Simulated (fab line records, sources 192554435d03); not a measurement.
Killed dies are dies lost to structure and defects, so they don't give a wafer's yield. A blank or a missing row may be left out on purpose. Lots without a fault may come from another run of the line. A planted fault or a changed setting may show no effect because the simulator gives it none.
Chamber matching | flow n5_finfet | N5_BEOL_M7_STRIP_67 on rie_diel-01: 4 sister chambers
The step strips in CF4. 20 wafers are shown with their chamber, then 10 later ones without.

WAFERS WITH THEIR CHAMBER
wafer  | chamber | drypump_motor_current_A (A) | showerhead_plenum_p_Torr (Torr) | throttle_valve_pct (%)
L077.3 | 0       | 6.2                         | 1.70                            | 13.69
L077.5 | 0       | 6.2                         | 1.70                            | 13.69
L077.6 | 3       | 5.6                         | 1.85                            | 13.81
L076.3 | 1       | 6.1                         | 1.77                            | 13.87
L076.4 | 2       | 5.3                         | 1.74                            | 13.25
L076.5 | 3       | 5.6                         | 1.85                            | 13.80
L080.2 | 1       | 6.1                         | 1.77                            | 13.91
L080.4 | 2       | 5.2                         | 1.74                            | 13.29
L080.6 | 0       | 6.2                         | 1.70                            | 13.72
L081.2 | 2       | 5.2                         | 1.74                            | 13.29
L081.5 | 1       | 6.1                         | 1.77                            | 13.88
L081.6 | 0       | 6.2                         | 1.70                            | 13.72
L084.1 | 3       | 5.6                         | 1.84                            | 13.82
L084.3 | 2       | 5.2                         | 1.74                            | 13.31
L084.4 | 0       | 6.2                         | 1.70                            | 13.74
L085.3 | 0       | 6.2                         | 1.69                            | 13.73
L085.5 | 0       | 6.2                         | 1.69                            | 13.72
L085.6 | 1       | 6.1                         | 1.77                            | 13.92
L091.1 | 3       | 5.6                         | 1.84                            | 13.88
L091.2 | 2       | 5.2                         | 1.74                            | 13.34

SIGNATURES (means of the wafers above)
reading                  | chamber 0 | chamber 1 | chamber 2 | chamber 3 | scatter within a chamber
drypump_motor_current_A  | 6.200     | 6.100     | 5.220     | 5.600     | 0.0224
showerhead_plenum_p_Torr | 1.6971    | 1.7700    | 1.7400    | 1.8450    | 0.0039
throttle_valve_pct       | 13.7157   | 13.8950   | 13.2960   | 13.8275   | 0.0275
Rule: a wafer's distance from a chamber is the root of the sum, over the readings, of the square of ((its reading less the chamber's mean) divided by the reading's scatter). The wafer belongs to the nearest chamber; if the next one is less than 2 further off, it can't be placed. The scatter: the root of (the sum of the squares of (reading less its chamber's mean) over the shown wafers, divided by (wafers less chambers)).

WAFERS WITHOUT THEIR CHAMBER
wafer  | drypump_motor_current_A (A) | showerhead_plenum_p_Torr (Torr) | throttle_valve_pct (%)
L091.3 | 6.2                         | 1.69                            | 13.76
L091.4 | 5.2                         | 1.74                            | 13.33
L091.5 | 6.2                         | 1.69                            | 13.77
L091.6 | 5.6                         | 1.84                            | 13.87
L095.3 | 6.2                         | 1.69                            | 13.78
L095.4 | 5.6                         | 1.83                            | 13.91
L095.5 | 5.2                         | 1.74                            | 13.34
L094.1 | 5.6                         | 1.83                            | 13.89
L094.3 | 5.2                         | 1.74                            | 13.34
L094.5 | 5.6                         | 1.83                            | 13.87

WHICH CHAMBER EACH WENT THROUGH
wafer  | from the rows above | in truth
L091.3 | 0                   | 0
L091.4 | 2                   | 2
L091.5 | 0                   | 0
L091.6 | 3                   | 3
L095.3 | 0                   | 0
L095.4 | 3                   | 3
L095.5 | 2                   | 2
L094.1 | 3                   | 3
L094.3 | 2                   | 2
L094.5 | 3                   | 3
Placed correctly: 10 of 10. Can't be placed from these rows: 0. Placed wrongly: 0.
